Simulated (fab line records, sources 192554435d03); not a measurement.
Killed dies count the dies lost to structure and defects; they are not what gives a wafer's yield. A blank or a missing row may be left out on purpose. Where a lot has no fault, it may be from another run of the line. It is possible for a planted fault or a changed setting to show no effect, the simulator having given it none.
fab line records    flow n5Finfet
[record] lots = 24  wafers = 72  lastDay = 19
route steps=1938 shown PMOS_HMC_CHANNEL_EPI@66 FIN_SAQP@101
lots that met no fault: taken from a fault-free run of the same line
startH: the number of hours between the record's first day and the start of the first shown wafer of the lot    waitH: how many hours have passed since the lot's step before this one    " same as the row above    L1.1+2: a single row standing in for several wafers    - either no value or no given start    * or withheld: withheld    < > ~ a bound
route shown NAME@n: NAME is a module with steps in the file, n the number in the route of the first one    usual: mean and standard deviation over wafers with no fault    same: alike in all rows    chamber/n: place in a boat    sites: readings site by site    _std_site: how widely they spread, as a standard deviation    _edge_site: mean of outer sites minus mean of inner sites    radiusMm: for every site, how far away it sits from the centre of the wafer    mask NAME#n: copy n    behind: the last tool/chamber to shape the wafer    hold: cause of the lot's hold/its duration in hours/its outcome    device: the transistor (n, p or np) that didn't switch    end of line: the tests these same wafers got at the end of their route    step lacking rows: just its recipe    killed: the dies lost at the first sort to structure and to defects; this is not the yield of the wafer    map: per-die view of a wafer (x killed, . not killed, _ where there is no die)
set.NAME: setting as actually run; set.NAME@STEP: the setting as run at that earlier step    model.NAME: the simulator's own value behind a step, which no gauge read
the route's steps for a sample of lots (tables are steps, rows are wafers)
services: when a tool's chamber went out of use (startH, in hours from the record's first day, below 0 if earlier), for how many hours, and the reason
[[steps]]
[step N5_PMOS_HMC_CHANNEL_EPI_OVL_MEAS_10]
[recipe] pointsPerWafer = 44
[usual] PMOS_HMC_BLK_OVL = -0.4/0.82
[same] pointsPerWafer = 44
lot.wafer  tool        chamber  startH  waitH  PMOS_HMC_BLK_OVL[nm]
L074.3     overlay-01  0        17.81   0.0    -1.5
L074.5     "           0        "       "      -1.7
L074.6     "           0        "       "      -0.5
L075.2     overlay-02  0        23.57   0.0    -0.5
L075.3     "           0        "       "      -0.6
L075.5     "           0        "       "      0.1
L076.1     overlay-01  0        29.06   0.0    -1.2
L076.2     "           0        "       "      -1.8
L076.6     "           0        "       "      -1.9
L077.1     overlay-01  0        36.57   0.0    -1.0
L077.2     "           0        "       "      -1.3
L077.6     "           0        "       "      -2.3
L078.1     overlay-01  0        41.09   0.0    -0.6
L078.3     "           0        "       "      -0.4
L078.4     "           0        "       "      -1.1
L079.1     overlay-01  0        47.69   0.0    -1.6
L079.3     "           0        "       "      -0.7
L079.6     "           0        "       "      -1.1
L080.3     overlay-01  0        53.24   0.0    1.0
L080.5     "           0        "       "      0.6
L080.6     "           0        "       "      0.8
L081.1     overlay-01  0        59.63   0.0    -1.4
L081.2     "           0        "       "      0.1
L081.5     "           0        "       "      -0.6
L082.1     overlay-01  0        65.23   0.0    -0.6
L082.2     "           0        "       "      -1.1
L082.6     "           0        "       "      -0.9
L083.1     overlay-01  0        71.74   0.0    -1.1
L083.2     "           0        "       "      -0.5
L083.3     "           0        "       "      -0.9
L084.1     overlay-02  0        77.43   0.0    -0.1
L084.5     "           0        "       "      0.1
L084.6     "           0        "       "      -0.9
L085.1     overlay-02  0        83.09   0.0    0.4
L085.3     "           0        "       "      1.1
L085.6     "           0        "       "      -0.1
L086.1     overlay-01  0        90.02   0.0    -0.7
L086.3     "           0        "       "      -0.9
L086.5     "           0        "       "      -0.8
L087.2     overlay-01  0        95.38   0.0    -0.7
L087.5     "           0        "       "      -1.1
L087.6     "           0        "       "      -1.1
L088.3     overlay-01  0        101.15  0.0    -0.6
L088.5     "           0        "       "      -1.4
L088.6     "           0        "       "      -0.3
L089.1     overlay-01  0        107.15  0.0    0.3
L089.3     "           0        "       "      -0.2
L089.6     "           0        "       "      0.8
L090.1     overlay-01  0        113.44  0.0    -0.3
L090.3     "           0        "       "      0.0
L090.5     "           0        "       "      -0.5
L091.1     overlay-02  0        119.38  0.0    0.2
L091.4     "           0        "       "      -1.3
L091.6     "           0        "       "      -0.1
L092.2     overlay-01  0        125.98  0.0    0.8
L092.3     "           0        "       "      -0.7
L092.6     "           0        "       "      -0.4
L093.1     overlay-01  0        131.14  0.0    -1.0
L093.3     "           0        "       "      -0.7
L093.5     "           0        "       "      0.1
L094.1     overlay-01  0        136.88  0.0    -0.7
L094.2     "           0        "       "      -0.3
L094.5     "           0        "       "      -0.7
L095.1     overlay-01  0        143.02  0.0    1.0
L095.4     "           0        "       "      1.4
L095.6     "           0        "       "      1.0
L096.1     overlay-01  0        149.16  0.0    -1.0
L096.3     "           0        "       "      -1.5
L096.4     "           0        "       "      -0.5
L097.1     overlay-02  0        155.30  0.0    0.5
L097.3     "           0        "       "      -0.2
L097.6     "           0        "       "      0.7
[step N5_FIN_SAQP_THK_MEAS_07]
[usual] thkNm = 60.0/0.74
lot.wafer  tool          chamber  startH  waitH  thkNm
L074.3     filmMetro-01  -        21.76   0.1    60.9
L074.5     "             -        "       "      60.9
L074.6     "             -        "       "      60.9
L075.2     filmMetro-02  -        27.29   0.1    59.1
L075.3     "             -        "       "      60.0
L075.5     "             -        "       "      61.2
L076.1     filmMetro-01  -        33.78   0.1    58.2
L076.2     "             -        "       "      60.2
L076.6     "             -        "       "      60.3
L077.1     filmMetro-02  -        40.48   0.1    60.1
L077.2     "             -        "       "      58.3
L077.6     "             -        "       "      59.1
L078.1     filmMetro-01  -        45.51   0.1    59.8
L078.3     "             -        "       "      59.7
L078.4     "             -        "       "      60.9
L079.1     filmMetro-01  -        52.11   0.1    60.3
L079.3     "             -        "       "      60.8
L079.6     "             -        "       "      60.8
L080.3     filmMetro-02  -        57.57   0.1    59.7
L080.5     "             -        "       "      60.6
L080.6     "             -        "       "      59.8
L081.1     filmMetro-02  -        63.30   0.1    59.5
L081.2     "             -        "       "      57.8
L081.5     "             -        "       "      60.1
L082.1     filmMetro-02  -        70.04   0.1    59.7
L082.2     "             -        "       "      59.9
L082.6     "             -        "       "      60.6
L083.1     filmMetro-02  -        75.73   0.1    61.3
L083.2     "             -        "       "      59.0
L083.3     "             -        "       "      60.6
L084.1     filmMetro-01  -        81.42   0.1    60.0
L084.5     "             -        "       "      60.9
L084.6     "             -        "       "      60.8
L085.1     filmMetro-01  -        90.37   0.1    59.3
L085.3     "             -        "       "      59.1
L085.6     "             -        "       "      60.8
L086.1     filmMetro-01  -        94.23   0.1    60.0
L086.3     "             -        "       "      59.4
L086.5     "             -        "       "      60.7
L087.2     filmMetro-02  -        99.89   0.1    60.2
L087.5     "             -        "       "      60.1
L087.6     "             -        "       "      60.3
L088.3     filmMetro-02  -        106.91  0.1    59.4
L088.5     "             -        "       "      60.0
L088.6     "             -        "       "      59.9
L089.1     filmMetro-01  -        110.96  0.1    59.8
L089.3     "             -        "       "      59.7
L089.6     "             -        "       "      60.8
L090.1     filmMetro-02  -        117.26  0.1    59.5
L090.3     "             -        "       "      59.5
L090.5     "             -        "       "      60.0
L091.1     filmMetro-02  -        123.82  0.1    59.4
L091.4     "             -        "       "      60.1
L091.6     "             -        "       "      60.1
L092.2     filmMetro-01  -        130.04  0.1    60.5
L092.3     "             -        "       "      60.5
L092.6     "             -        "       "      60.9
L093.1     filmMetro-01  -        135.48  0.1    59.7
L093.3     "             -        "       "      59.5
L093.5     "             -        "       "      60.0
L094.1     filmMetro-02  -        141.20  0.1    58.5
L094.2     "             -        "       "      59.1
L094.5     "             -        "       "      60.6
L095.1     filmMetro-02  -        146.71  0.1    59.5
L095.4     "             -        "       "      60.2
L095.6     "             -        "       "      59.3
L096.1     filmMetro-01  -        152.89  0.1    59.4
L096.3     "             -        "       "      59.8
L096.4     "             -        "       "      59.9
L097.1     filmMetro-01  -        159.01  0.1    59.5
L097.3     "             -        "       "      58.7
L097.6     "             -        "       "      60.3
[step N5_FIN_SAQP_CD_MEAS_27]
[recipe] targetCdNm = 20  landingEnergyEv = 1000  detector = seInlens  polarity = line
[usual] cdNm = 20.33/0.23
lot.wafer  tool      chamber  startH  waitH  cdNm
L074.3     cdSem-02  0        24.69   0.1    20.27
L074.5     "         0        "       "      20.16
L074.6     "         0        "       "      20.48
L075.2     cdSem-01  0        29.90   0.1    20.30
L075.3     "         0        "       "      20.79
L075.5     "         0        "       "      20.23
L076.1     cdSem-03  0        36.66   0.1    20.35
L076.2     "         0        "       "      20.07
L076.6     "         0        "       "      20.24
L077.1     cdSem-03  0        43.21   0.1    20.39
L077.2     "         0        "       "      20.30
L077.6     "         0        "       "      20.34
L078.1     cdSem-02  0        48.19   0.1    20.34
L078.3     "         0        "       "      20.35
L078.4     "         0        "       "      20.31
L079.1     cdSem-03  0        54.57   0.1    20.44
L079.3     "         0        "       "      20.02
L079.6     "         0        "       "      20.34
L080.3     cdSem-01  0        61.39   0.1    19.88
L080.5     "         0        "       "      20.74
L080.6     "         0        "       "      19.80
L081.1     cdSem-03  0        66.02   0.1    20.29
L081.2     "         0        "       "      20.43
L081.5     "         0        "       "      20.27
L082.1     cdSem-02  0        72.70   0.1    20.60
L082.2     "         0        "       "      20.38
L082.6     "         0        "       "      20.15
L083.1     cdSem-01  0        79.58   0.1    20.11
L083.2     "         0        "       "      20.03
L083.3     "         0        "       "      19.89
L084.1     cdSem-03  0        83.88   0.1    20.33
L084.5     "         0        "       "      20.02
L084.6     "         0        "       "      20.07
L085.1     cdSem-02  0        92.96   0.1    19.94
L085.3     "         0        "       "      20.08
L085.6     "         0        "       "      20.40
L086.1     cdSem-03  0        97.50   0.1    20.47
L086.3     "         0        "       "      20.35
L086.5     "         0        "       "      20.22
L087.2     cdSem-02  0        102.48  0.1    20.24
L087.5     "         0        "       "      20.35
L087.6     "         0        "       "      20.26
L088.3     cdSem-02  0        109.62  0.1    20.54
L088.5     "         0        "       "      20.74
L088.6     "         0        "       "      20.23
L089.1     cdSem-03  0        113.56  0.1    20.41
L089.3     "         0        "       "      20.55
L089.6     "         0        "       "      20.20
L090.1     cdSem-02  0        121.40  0.1    19.94
L090.3     "         0        "       "      20.31
L090.5     "         0        "       "      19.95
L091.1     cdSem-02  0        126.57  0.1    20.31
L091.4     "         0        "       "      20.23
L091.6     "         0        "       "      20.54
L092.2     cdSem-02  0        132.69  0.1    20.77
L092.3     "         0        "       "      20.59
L092.6     "         0        "       "      20.31
L093.1     cdSem-03  0        138.09  0.1    20.79
L093.3     "         0        "       "      20.72
L093.5     "         0        "       "      20.03
L094.1     cdSem-02  0        143.90  0.1    20.46
L094.2     "         0        "       "      20.05
L094.5     "         0        "       "      20.24
L095.1     cdSem-03  0        149.35  0.1    20.26
L095.4     "         0        "       "      20.40
L095.6     "         0        "       "      20.48
L096.1     cdSem-02  0        155.57  0.1    19.99
L096.3     "         0        "       "      20.35
L096.4     "         0        "       "      19.89
L097.1     cdSem-01  0        161.85  0.1    20.54
L097.3     "         0        "       "      20.28
L097.6     "         0        "       "      20.55
[step N5_FIN_SAQP_ETCH_67]
[recipe] chemistry = CH3F/O2  target = SiNx  targetDepthA = 300  maskMaterial = SOC  pressureMtorr = 30  sourceW = 395  biasW = 73  Ar_flow_sccm = 150  CH3F_flow_sccm = 30  O2_flow_sccm = 20  ionEnergyEv = 120
[usual] drypumpMotorCurrentA = 5.7/0.47  oesProductAu = 0.76/0.086  rfFwdPowerW = 391.1/1.8  rfVppV = 296/5.1  showerheadPlenumPTorr = 2.00/0.052  throttleValvePct = 16.41/0.17
lot.wafer  tool        chamber  startH  waitH  drypumpMotorCurrentA  oesProductAu  rfFwdPowerW  rfHoursCounterH  rfVppV  showerheadPlenumPTorr  throttleValvePct
L074.3     rieDiel-02  1        25.46   0.0    5.0                   0.73          391.8        170              295     2.00                   16.39
L074.5     "           0        "       "      5.2                   0.72          393.9        -                292     2.07                   16.58
L074.6     "           1        "       "      5.0                   0.72          391.6        -                295     2.00                   16.37
L075.2     rieDiel-05  0        30.67   0.0    6.2                   0.77          388.6        123              297     2.01                   16.48
L075.3     "           2        "       "      5.5                   0.72          391.4        170              299     2.00                   16.35
L075.5     "           3        "       "      5.3                   0.70          388.8        -                291     2.04                   16.47
L076.1     rieDiel-02  0        37.44   0.0    5.2                   0.73          392.9        179              294     2.06                   16.59
L076.2     "           3        "       "      6.3                   0.69          393.8        224              295     1.88                   16.56
L076.6     "           3        "       "      6.3                   0.68          392.7        -                294     1.88                   16.56
L077.1     rieDiel-06  2        44.17   0.0    6.3                   0.74          389.1        160              308     2.00                   16.41
L077.2     "           0        "       "      5.8                   0.68          388.8        248              301     2.04                   16.59
L077.6     "           3        "       "      5.8                   0.77          393.4        -                290     2.00                   16.36
L078.1     rieDiel-02  1        48.98   0.0    5.0                   0.73          391.7        180              293     2.00                   16.40
L078.3     "           3        "       "      6.4                   0.69          392.0        228              294     1.88                   16.54
L078.4     "           0        "       "      5.2                   0.72          392.6        183              293     2.06                   16.61
L079.1     rieDiel-05  1        55.59   0.0    5.4                   0.76          391.8        135              294     1.99                   16.44
L079.3     "           0        "       "      6.2                   0.75          389.1        133              300     2.00                   16.51
L079.6     "           0        "       "      6.2                   0.74          390.0        -                299     2.01                   16.52
L080.3     rieDiel-06  2        62.16   0.0    6.3                   0.73          388.6        168              307     1.99                   16.43
L080.5     "           1        "       "      5.7                   0.95          391.1        -                295     2.05                   16.04
L080.6     "           3        "       "      5.8                   0.75          391.3        -                290     2.00                   16.37
L081.1     rieDiel-06  3        66.80   0.0    5.8                   0.75          393.1        140              289     2.00                   16.35
L081.2     "           1        "       "      5.7                   0.94          390.7        4                296     2.05                   16.04
L081.5     "           3        "       "      5.8                   0.75          393.2        -                290     2.00                   16.35
L082.1     rieDiel-02  0        73.50   0.0    5.1                   0.73          392.4        192              291     2.06                   16.60
L082.2     "           3        "       "      6.4                   0.68          390.8        238              294     1.87                   16.58
L082.6     "           2        "       "      5.8                   0.92          394.1        -                290     2.04                   16.17
L083.1     rieDiel-05  1        80.55   0.0    5.4                   0.77          391.6        141              296     1.99                   16.46
L083.2     "           2        "       "      5.5                   0.70          391.7        186              298     1.99                   16.37
L083.3     "           0        "       "      6.2                   0.74          391.2        140              301     2.00                   16.52
L084.1     rieDiel-02  2        84.66   0.0    5.8                   0.92          394.8        16               290     2.04                   16.17
L084.5     "           0        "       "      5.2                   0.71          393.3        -                294     2.06                   16.61
L084.6     "           1        "       "      5.0                   0.71          392.5        -                294     1.99                   16.42
L085.1     rieDiel-02  0        93.73   0.0    5.2                   0.72          390.3        198              294     2.06                   16.63
L085.3     "           3        "       "      6.3                   0.68          392.6        243              293     1.87                   16.58
L085.6     "           1        "       "      5.0                   0.72          390.9        -                294     1.99                   16.44
L086.1     rieDiel-02  3        98.41   0.0    6.3                   0.68          393.0        246              295     1.87                   16.61
L086.3     "           1        "       "      5.0                   0.72          391.1        198              295     1.99                   16.44
L086.5     "           1        "       "      5.0                   0.72          392.2        -                293     1.99                   16.46
L087.2     rieDiel-02  1        103.55  0.0    5.0                   0.71          392.0        200              293     1.99                   16.44
L087.5     "           0        "       "      5.2                   0.71          392.2        -                292     2.06                   16.64
L087.6     "           1        "       "      5.0                   0.71          390.7        -                293     1.99                   16.44
L088.3     rieDiel-06  1        110.39  0.0    5.7                   0.90          390.2        19               296     2.05                   16.06
L088.5     "           2        "       "      6.3                   0.72          390.4        -                306     1.99                   16.45
L088.6     "           1        "       "      5.7                   0.91          390.8        -                296     2.05                   16.06
L089.1     rieDiel-02  1        114.34  0.0    4.9                   0.70          392.4        205              293     1.99                   16.44
L089.3     "           0        "       "      5.2                   0.71          391.9        207              293     2.05                   16.64
L089.6     "           3        "       "      6.4                   0.68          389.7        -                295     1.87                   16.60
L090.1     rieDiel-05  2        122.29  0.0    5.5                   0.69          392.9        198              298     1.99                   16.39
L090.3     "           1        "       "      5.4                   0.76          392.4        152              295     1.98                   16.48
L090.5     "           1        "       "      5.4                   0.76          390.1        -                292     1.98                   16.48
L091.1     rieDiel-02  2        127.36  0.0    5.8                   0.88          391.7        27               291     2.03                   16.19
L091.4     "           1        "       "      5.0                   0.71          391.2        -                293     1.99                   16.48
L091.6     "           0        "       "      5.2                   0.71          389.9        -                293     2.05                   16.64
L092.2     rieDiel-06  1        133.61  0.0    5.7                   0.89          391.6        26               294     2.04                   16.09
L092.3     "           2        "       "      6.3                   0.71          390.0        191              307     1.98                   16.45
L092.6     "           1        "       "      5.8                   0.88          389.8        -                295     2.04                   16.08
L093.1     rieDiel-05  2        138.90  0.0    5.5                   0.69          392.6        206              299     1.99                   16.42
L093.3     "           3        "       "      5.3                   0.93          389.5        16               291     2.04                   16.07
L093.5     "           0        "       "      6.2                   0.73          389.9        -                299     2.00                   16.55
L094.1     rieDiel-06  2        144.68  0.0    6.3                   0.71          388.7        194              308     1.98                   16.47
L094.2     "           3        "       "      5.8                   0.73          391.1        165              289     1.99                   16.42
L094.5     "           2        "       "      6.3                   0.70          390.7        -                305     1.98                   16.47
L095.1     rieDiel-06  1        150.13  0.0    5.7                   0.86          388.7        31               294     2.04                   16.10
L095.4     "           2        "       "      6.3                   0.71          386.5        195              306     1.98                   16.47
L095.6     "           1        "       "      5.8                   0.86          390.0        -                294     2.04                   16.10
L096.1     rieDiel-05  3        156.34  0.0    5.3                   0.90          386.5        22               290     2.03                   16.09
L096.3     "           1        "       "      5.4                   0.75          389.2        165              294     1.98                   16.51
L096.4     "           0        "       "      6.2                   0.71          388.4        162              299     2.00                   16.56
L097.1     rieDiel-06  3        162.63  0.0    5.8                   0.73          391.6        171              290     1.99                   16.41
L097.3     "           0        "       "      5.8                   0.90          389.9        29               301     2.03                   16.19
L097.6     "           3        "       "      5.8                   0.73          391.0        -                290     1.99                   16.43
[step N5_FIN_SAQP_STRIP_70]
[recipe] chemistry = N2/H2  powerW = 500  tempC = 40  pressureMtorr = 50  rfFrequencyHz = 6e+07  overashFraction = 0.3  biasPowerW = 28  h2Frac = 0.5  n2FlowSccm = 300  h2FlowSccm = 300
[usual] drypumpMotorCurrentA = 5.7/0.47  oesProductAu = 0.77/0.085  rfFwdPowerW = 494.6/2.4  rfVppV = 122.0/0.88  showerheadPlenumPTorr = 3.36/0.089  throttleValvePct = 18.92/0.22
lot.wafer  tool        chamber  startH  waitH  drypumpMotorCurrentA  oesProductAu  rfFwdPowerW  rfHoursCounterH  rfVppV  showerheadPlenumPTorr  throttleValvePct
L074.3     rieDiel-02  1        25.50   0.0    5.0                   0.74          496.1        170              123.0   3.33                   18.90
L074.5     "           0        "       "      5.2                   0.72          495.9        -                122.2   3.47                   19.14
L074.6     "           1        "       "      5.0                   0.75          496.4        -                122.5   3.33                   18.88
L075.2     rieDiel-05  0        30.71   0.0    6.2                   0.77          494.8        123              122.2   3.36                   18.98
L075.3     "           2        "       "      5.5                   0.72          495.4        170              120.9   3.36                   18.80
L075.5     "           3        "       "      5.3                   0.69          488.5        -                121.3   3.46                   19.52
L076.1     rieDiel-02  0        37.48   0.0    5.2                   0.73          495.1        179              121.4   3.46                   19.14
L076.2     "           3        "       "      6.4                   0.70          496.4        224              122.1   3.16                   18.51
L076.6     "           3        "       "      6.3                   0.70          495.2        -                120.5   3.16                   18.50
L077.1     rieDiel-06  2        44.21   0.0    6.3                   0.75          489.9        160              123.1   3.34                   18.79
L077.2     "           0        "       "      5.8                   0.67          492.7        248              121.5   3.42                   19.53
L077.6     "           3        "       "      5.8                   0.76          496.3        -                121.0   3.34                   18.66
L078.1     rieDiel-02  1        49.02   0.0    5.0                   0.73          496.5        180              120.8   3.33                   18.91
L078.3     "           3        "       "      6.3                   0.69          494.0        228              121.5   3.16                   18.53
L078.4     "           0        "       "      5.2                   0.72          496.4        183              122.7   3.46                   19.11
L079.1     rieDiel-05  1        55.63   0.0    5.4                   0.77          495.1        135              120.7   3.37                   18.95
L079.3     "           0        "       "      6.2                   0.76          492.9        133              121.9   3.36                   18.99
L079.6     "           0        "       "      6.2                   0.75          493.5        -                121.2   3.36                   18.98
L080.3     rieDiel-06  2        62.20   0.0    6.3                   0.74          493.5        168              122.9   3.34                   18.80
L080.5     "           1        "       "      5.8                   0.95          493.0        -                123.1   3.47                   18.83
L080.6     "           3        "       "      5.8                   0.74          497.9        -                121.8   3.34                   18.69
L081.1     rieDiel-06  3        66.84   0.0    5.8                   0.75          497.5        140              121.5   3.34                   18.68
L081.2     "           1        "       "      5.7                   0.93          491.8        4                123.0   3.47                   18.80
L081.5     "           3        "       "      5.8                   0.74          495.7        -                122.1   3.34                   18.69
L082.1     rieDiel-02  0        73.54   0.0    5.2                   0.71          499.5        192              122.5   3.46                   19.14
L082.2     "           3        "       "      6.4                   0.69          496.9        238              121.0   3.15                   18.51
L082.6     "           2        "       "      5.8                   0.92          495.2        -                122.0   3.42                   18.91
L083.1     rieDiel-05  1        80.59   0.0    5.4                   0.77          493.9        141              121.1   3.36                   18.96
L083.2     "           2        "       "      5.5                   0.71          496.5        186              122.7   3.35                   18.83
L083.3     "           0        "       "      6.3                   0.75          492.8        140              123.1   3.35                   19.01
L084.1     rieDiel-02  2        84.70   0.0    5.8                   0.92          497.4        16               122.4   3.42                   18.92
L084.5     "           0        "       "      5.2                   0.71          495.9        -                121.8   3.45                   19.17
L084.6     "           1        "       "      5.0                   0.73          493.3        -                121.2   3.32                   18.93
L085.1     rieDiel-02  0        93.77   0.0    5.2                   0.71          497.9        198              122.7   3.45                   19.16
L085.3     "           3        "       "      6.4                   0.69          496.6        243              121.8   3.15                   18.54
L085.6     "           1        "       "      5.0                   0.72          495.9        -                122.0   3.32                   18.94
L086.1     rieDiel-02  3        98.45   0.0    6.4                   0.68          496.2        246              120.2   3.15                   18.55
L086.3     "           1        "       "      5.0                   0.72          494.5        198              121.7   3.32                   18.94
L086.5     "           1        "       "      5.0                   0.72          493.9        -                121.0   3.32                   18.93
L087.2     rieDiel-02  1        103.59  0.0    5.0                   0.71          494.5        200              120.1   3.32                   18.93
L087.5     "           0        "       "      5.2                   0.70          498.9        -                124.3   3.45                   19.15
L087.6     "           1        "       "      5.0                   0.71          496.3        -                121.5   3.32                   18.93
L088.3     rieDiel-06  1        110.43  0.0    5.7                   0.89          494.8        19               121.4   3.46                   18.83
L088.5     "           2        "       "      6.3                   0.73          494.2        -                121.3   3.33                   18.81
L088.6     "           1        "       "      5.7                   0.89          493.7        -                122.5   3.46                   18.83
L089.1     rieDiel-02  1        114.38  0.0    5.0                   0.72          495.7        205              122.1   3.32                   18.95
L089.3     "           0        "       "      5.2                   0.70          494.5        207              121.4   3.45                   19.17
L089.6     "           3        "       "      6.3                   0.68          495.5        -                121.0   3.14                   18.56
L090.1     rieDiel-05  2        122.33  0.0    5.5                   0.70          495.5        198              121.8   3.34                   18.86
L090.3     "           1        "       "      5.4                   0.75          495.1        152              121.3   3.36                   18.97
L090.5     "           1        "       "      5.4                   0.76          494.9        -                120.8   3.36                   18.96
L091.1     rieDiel-02  2        127.40  0.0    5.8                   0.89          498.8        27               123.1   3.41                   18.93
L091.4     "           1        "       "      5.0                   0.71          495.6        -                120.9   3.31                   18.95
L091.6     "           0        "       "      5.2                   0.71          496.8        -                122.4   3.44                   19.17
L092.2     rieDiel-06  1        133.65  0.0    5.7                   0.88          494.9        26               122.6   3.46                   18.83
L092.3     "           2        "       "      6.3                   0.72          492.8        191              123.6   3.33                   18.84
L092.6     "           1        "       "      5.7                   0.88          496.0        -                123.1   3.46                   18.85
L093.1     rieDiel-05  2        138.94  0.0    5.5                   0.68          496.0        206              122.3   3.34                   18.86
L093.3     "           3        "       "      5.3                   0.91          490.0        16               121.0   3.44                   19.20
L093.5     "           0        "       "      6.2                   0.73          496.5        -                122.2   3.34                   19.03
L094.1     rieDiel-06  2        144.72  0.0    6.3                   0.72          493.3        194              122.6   3.32                   18.86
L094.2     "           3        "       "      5.8                   0.74          496.9        165              121.6   3.33                   18.73
L094.5     "           2        "       "      6.3                   0.73          491.3        -                122.1   3.32                   18.85
L095.1     rieDiel-06  1        150.17  0.0    5.8                   0.87          492.6        31               122.7   3.45                   18.87
L095.4     "           2        "       "      6.3                   0.72          492.7        195              121.7   3.32                   18.83
L095.6     "           1        "       "      5.7                   0.87          493.6        -                122.6   3.46                   18.84
L096.1     rieDiel-05  3        156.38  0.0    5.3                   0.90          488.7        22               121.9   3.44                   19.22
L096.3     "           1        "       "      5.4                   0.74          495.2        165              121.9   3.35                   18.98
L096.4     "           0        "       "      6.3                   0.73          495.2        162              122.3   3.34                   19.03
L097.1     rieDiel-06  3        162.67  0.0    5.8                   0.72          499.2        171              121.4   3.32                   18.73
L097.3     "           0        "       "      5.8                   0.90          489.7        29               123.9   3.40                   19.18
L097.6     "           3        "       "      5.8                   0.72          495.5        -                121.4   3.32                   18.73
[step N5_FIN_SAQP_RECESS_71]
[recipe] chemistry = HF/NH3  target = SiO2  targetDepthA = 30  afsCycles = 1  tempC = 30  sublimationTempC = 180  sublimationTimeS = 60
[usual] drypumpMotorCurrentA = 5.6/0.51
lot.wafer  tool          chamber  startH  waitH  drypumpMotorCurrentA
L074.3     vaporEtch-01  1        25.60   0.1    5.9
L074.5     "             0        "       "      5.0
L074.6     "             1        "       "      5.9
L075.2     vaporEtch-02  0        30.78   0.0    5.5
L075.3     "             1        "       "      6.3
L075.5     "             0        "       "      5.5
L076.1     vaporEtch-01  0        37.54   0.0    5.0
L076.2     "             1        "       "      6.0
L076.6     "             0        "       "      5.0
L077.1     vaporEtch-02  0        44.28   0.0    5.5
L077.2     "             1        "       "      6.3
L077.6     "             1        "       "      6.3
L078.1     vaporEtch-02  0        49.08   0.0    5.5
L078.3     "             0        "       "      5.5
L078.4     "             1        "       "      6.3
L079.1     vaporEtch-01  1        55.69   0.0    5.9
L079.3     "             1        "       "      5.9
L079.6     "             0        "       "      5.0
L080.3     vaporEtch-01  0        62.30   0.1    5.0
L080.5     "             0        "       "      5.0
L080.6     "             1        "       "      6.0
L081.1     vaporEtch-01  1        66.90   0.0    5.9
L081.2     "             0        "       "      5.0
L081.5     "             0        "       "      5.0
L082.1     vaporEtch-02  0        73.60   0.0    5.5
L082.2     "             1        "       "      6.4
L082.6     "             0        "       "      5.5
L083.1     vaporEtch-02  1        80.65   0.0    6.3
L083.2     "             0        "       "      5.5
L083.3     "             1        "       "      6.3
L084.1     vaporEtch-02  0        85.11   0.4    5.5
L084.5     "             0        "       "      5.5
L084.6     "             1        "       "      6.3
L085.1     vaporEtch-01  0        93.83   0.0    4.9
L085.3     "             1        "       "      5.9
L085.6     "             0        "       "      5.0
L086.1     vaporEtch-02  0        98.51   0.0    5.5
L086.3     "             0        "       "      5.5
L086.5     "             1        "       "      6.3
L087.2     vaporEtch-01  0        104.16  0.5    5.0
L087.5     "             0        "       "      5.0
L087.6     "             1        "       "      6.0
L088.3     vaporEtch-02  0        110.53  0.1    5.5
L088.5     "             1        "       "      6.3
L088.6     "             0        "       "      5.5
L089.1     vaporEtch-01  1        114.44  0.0    5.9
L089.3     "             0        "       "      5.0
L089.6     "             0        "       "      5.0
L090.1     vaporEtch-02  0        122.39  0.0    5.5
L090.3     "             1        "       "      6.3
L090.5     "             0        "       "      5.5
L091.1     vaporEtch-01  1        127.46  0.0    6.0
L091.4     "             1        "       "      6.0
L091.6     "             1        "       "      6.0
L092.2     vaporEtch-01  1        133.72  0.0    5.9
L092.3     "             1        "       "      5.9
L092.6     "             0        "       "      5.0
L093.1     vaporEtch-01  1        139.01  0.0    6.0
L093.3     "             1        "       "      6.0
L093.5     "             0        "       "      5.0
L094.1     vaporEtch-01  1        144.78  0.0    6.0
L094.2     "             0        "       "      5.0
L094.5     "             0        "       "      5.0
L095.1     vaporEtch-01  0        150.34  0.2    4.9
L095.4     "             0        "       "      4.9
L095.6     "             0        "       "      4.9
L096.1     vaporEtch-01  0        156.45  0.0    5.0
L096.3     "             0        "       "      5.0
L096.4     "             1        "       "      5.9
L097.1     vaporEtch-02  1        162.73  0.0    6.3
L097.3     "             1        "       "      6.3
L097.6     "             0        "       "      5.5
[[services]]
tool          chamber  startH  hours  kind
rieDiel-06    1        5.05    7.9    repair
rieDiel-05    3        16.40   6.7    repair
rieDiel-06    3        18.20   6.7    repair
rieDiel-02    2        20.19   -      clean
rieDiel-02    2        20.19   -      consumableReplace:focusRing
rieDiel-02    2        20.19   21.0   scheduledDown
rieDiel-02    2        20.19   21.0   ventCycle
rieDiel-06    1        34.43   -      clean
rieDiel-06    1        34.43   -      consumableReplace:focusRing
rieDiel-06    1        34.43   17.1   scheduledDown
rieDiel-06    1        34.43   17.1   ventCycle
vaporEtch-01  -        51.00   0.1    repair
rieDiel-05    3        66.19   7.2    repair
rieDiel-06    0        67.14   4.2    repair
rieDiel-02    2        98.10   16.2   repair
vaporEtch-01  -        100.16  4.0    pm
rieDiel-02    3        114.42  -      clean
rieDiel-02    3        114.42  -      consumableReplace:focusRing
rieDiel-02    3        114.42  -      consumableReplace:showerhead
rieDiel-02    3        114.42  17.7   scheduledDown
rieDiel-02    3        114.42  17.7   ventCycle
rieDiel-05    3        118.81  5.5    repair
rieDiel-02    0        153.84  5.9    repair
rieDiel-02    1        156.34  5.9    repair
[[key]]
fault none
